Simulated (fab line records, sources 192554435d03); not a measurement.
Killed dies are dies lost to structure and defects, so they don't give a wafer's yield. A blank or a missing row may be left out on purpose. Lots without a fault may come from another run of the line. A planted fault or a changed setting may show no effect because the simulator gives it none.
Split-lot experiment | flow n5_finfet | 7 lots, 21 wafers read, on a route of 1938 steps

THE SPLIT
At N5_BEOL_M15_ILD_DEP_00 (deposits SiO2 from TEOS/O2, target thk 1629.3 nm, time 346.1 s), the setting time_s was moved away from the recipe's 346.1 s on 6 of the 21 wafers read, by -11.1% to +4.7%. The other wafers ran this setting at the recipe's value.

The file shows no step between the split and the reading.

THE READING
M15_ILD_THK, in nm, at N5_BEOL_M15_THK_MEAS_01. Fault-free wafers of this fab line usually give 1636 nm, standard deviation 20 nm.

wafer  | tool, chamber at the split | time_s as run, s | against the recipe | M15_ILD_THK, nm | against lot-mates on the recipe
L075.1 | pecvd-03, 1                | 346.1            | recipe             | 1612            | -
L075.3 | pecvd-03, 2                | 307.8            | -11.1%             | 1479            | -133
L075.4 | pecvd-03, 1                | 307.8            | -11.1%             | 1459            | -153
L077.1 | pecvd-03, 1                | 346.1            | recipe             | 1631            | -
L077.2 | pecvd-03, 2                | 346.1            | recipe             | 1637            | -
L077.6 | pecvd-03, 2                | 346.1            | recipe             | 1668            | -
L083.3 | pecvd-02, 1                | 346.1            | recipe             | 1618            | -
L083.4 | pecvd-02, 1                | 346.1            | recipe             | 1631            | -
L083.6 | pecvd-02, 2                | 331.6            | -4.2%              | 1606            | -18
L090.1 | pecvd-03, 0                | 362.4            | +4.7%              | 1700            | +63
L090.4 | pecvd-03, 2                | 346.1            | recipe             | 1637            | -
L090.5 | pecvd-03, 0                | 362.4            | +4.7%              | 1715            | +78
L091.1 | pecvd-02, 0                | 346.1            | recipe             | 1618            | -
L091.4 | pecvd-02, 2                | 346.1            | recipe             | 1630            | -
L091.5 | pecvd-02, 0                | 346.1            | recipe             | 1657            | -
L094.3 | pecvd-01, 0                | 346.1            | recipe             | 1622            | -
L094.5 | pecvd-01, 1                | 346.1            | recipe             | 1673            | -
L094.6 | pecvd-01, 2                | 346.1            | recipe             | 1630            | -
L095.2 | pecvd-02, 1                | 332.5            | -3.9%              | 1557            | -95
L095.4 | pecvd-02, 0                | 346.1            | recipe             | 1657            | -
L095.6 | pecvd-02, 1                | 346.1            | recipe             | 1647            | -

THE FIT
A straight line over all 21 wafers: M15_ILD_THK changes by +15 nm for each +1% of time_s; r = +0.95; the points scatter about the line by 19 nm.
The same after taking each lot's own level away (the mean of its wafers on the recipe; 21 wafers): +13.3 nm for each +1%; r = +0.94; scatter 19 nm.
On that fit, the largest move of time_s shifts the reading by 1.5e+02 nm.
The lots' own levels span 1612.0 to 1652.0 nm, that is 2.0 times the standard deviation above.
So the lot-to-lot level changes the slope: the two fits differ.
Check: with one of the wafers moved furthest among these (-11.1%) left out of the fit, the line predicts -155 nm for it against its lot-mates. It came out at -133 nm against them.

OTHER SPLITS ON THESE WAFERS
These wafers also went through other splits before the reading. Each is held against what the fit with the lots' levels taken away leaves over:
other split on the same wafers    | wafers away from the commonest value | r with M15_ILD_THK (lot level and that fit taken away)
N5_BEOL_M14_TRENCH_ETCH_34 bias_w | 7                                    | +0.21
N5_BEOL_M14_DEP_53 time_s         | 6                                    | -0.03

THE WHOLE CHAIN: every reading that the file lists as answering this split, in the file's order
step                    | what it does                                                   | reading                                                                             | change (the file's fit)              | r (the file's)
N5_BEOL_M15_ILD_DEP_00  | deposits SiO2 from TEOS/O2, target thk 1629.3 nm, time 346.1 s | SiO2_of_BEOL_M15_ILD_DEP_00.thk_nm (the simulator's own value, which no gauge read) | +13.3 nm for each +1% of the setting | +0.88
N5_BEOL_M15_THK_MEAS_01 |                                                                | M15_ILD_THK                                                                         | +13.3 for each +1% of the setting    | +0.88
N5_BEOL_M15_VIA_ETCH_16 | etches SiO2 in C4F8/O2/Ar, target depth 1792.2 nm              | etch.depth_nm (the simulator's own value, which no gauge read)                      | +13.3 nm for each +1% of the setting | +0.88
N5_BEOL_M15_VIA_ETCH_16 | etches SiO2 in C4F8/O2/Ar, target depth 1792.2 nm              | coat_of_BEOL_M15_COAT_04.thk_nm (the simulator's own value, which no gauge read)    | -3.17 nm for each +1% of the setting | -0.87

THE FILE'S OWN FIT
M15_ILD_THK changes by +13.3 nm for each +1% of time_s, r = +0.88.
